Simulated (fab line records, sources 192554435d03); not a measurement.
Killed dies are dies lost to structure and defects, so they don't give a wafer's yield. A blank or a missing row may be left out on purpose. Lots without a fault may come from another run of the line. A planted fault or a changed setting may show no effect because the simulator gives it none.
Which tool did it? | flow n5_finfet | 10 lots, 26 wafers sampled, at 2 steps of a route of 1938

WHAT THE GAUGES READ, wafer by wafer
N5_SD_EPI_N_EPI_MEAS_23.
lot  | measured    | on            | thk_nm (nm)
L536 | day 3 09:12 | film_metro-01 | 59.5 61.0 59.0
L541 | day 4 11:48 | film_metro-01 | 58.5 60.4 59.0
L542 | day 4 15:55 | film_metro-02 | 59.0 59.6 58.9
L545 | day 5 12:31 | film_metro-01 | 61.9 60.1 60.5
L546 | day 5 19:01 | film_metro-01 | 45.7 46.6 58.9
L547 | day 6 03:37 | film_metro-02 | 46.8 46.0 60.9
L548 | day 6 09:07 | film_metro-02 | 60.4 61.1
L551 | day 6 23:29 | film_metro-02 | 59.6 58.1
L557 | day 8 12:17 | film_metro-02 | 58.6 57.3
L559 | day 8 22:37 | film_metro-02 | 58.1 58.7

WHICH TOOL RAN EACH LOT (tool, then ch and the chambers of the sampled wafers, then the start)
lot  | N5_SD_EPI_N_EPI_21
L536 | epi_rpcvd-02 ch 0, day 3 06:55
L541 | epi_rpcvd-02 ch 0, day 4 09:31
L542 | epi_rpcvd-01 ch 0, day 4 14:45
L545 | epi_rpcvd-01 ch 0, day 5 10:59
L546 | epi_rpcvd-01 ch 0, day 5 16:44
L547 | epi_rpcvd-01 ch 0, day 6 01:21
L548 | epi_rpcvd-04 ch 0, day 6 06:50
L551 | epi_rpcvd-04 ch 0, day 6 22:18
L557 | epi_rpcvd-04 ch 0, day 8 10:34
L559 | epi_rpcvd-02 ch 0, day 8 21:43
- N5_SD_EPI_N_EPI_21: deposits Si:P, time 690 s.

THE ANSWER, worked out from the rows above alone
Rule: what is usual is taken from the lots themselves. Put in order of their means at a reading, lots are off if they are a third of the lots or fewer, leave a main group of 4 or more, and stand apart from it by a gap of 3 or more times the standard deviation of the main group's means; of several such gaps the widest counts. A main group whose means are all the same, to the digits that the tables above print for the reading, isn't used. A lot without any number at a reading at which 4 lots or more have one is off too. The other lots that the step has rows for count as sound.
Off: L546, L547, at N5_SD_EPI_N_EPI_MEAS_23 (thk_nm). The main group: mean 59.4 nm, standard deviation 0.97.
A tool fits if, at a process step before that reading, it ran every lot that is off, and no sound lot after the first of them. The gauges at N5_SD_EPI_N_EPI_MEAS_23 are tried like those tools. One fits: epi_rpcvd-01 at N5_SD_EPI_N_EPI_21. Its last sound lot is L545 (day 5 10:59), its first lot that is off L546 (day 5 16:44): a fault that began between those two fits.

WHAT THE SIMULATOR HAD PUT IN
Process parameter drift: epi_rpcvd-01, from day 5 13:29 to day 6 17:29, at N5_SD_EPI_N_EPI_21. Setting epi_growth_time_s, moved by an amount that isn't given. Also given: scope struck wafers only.
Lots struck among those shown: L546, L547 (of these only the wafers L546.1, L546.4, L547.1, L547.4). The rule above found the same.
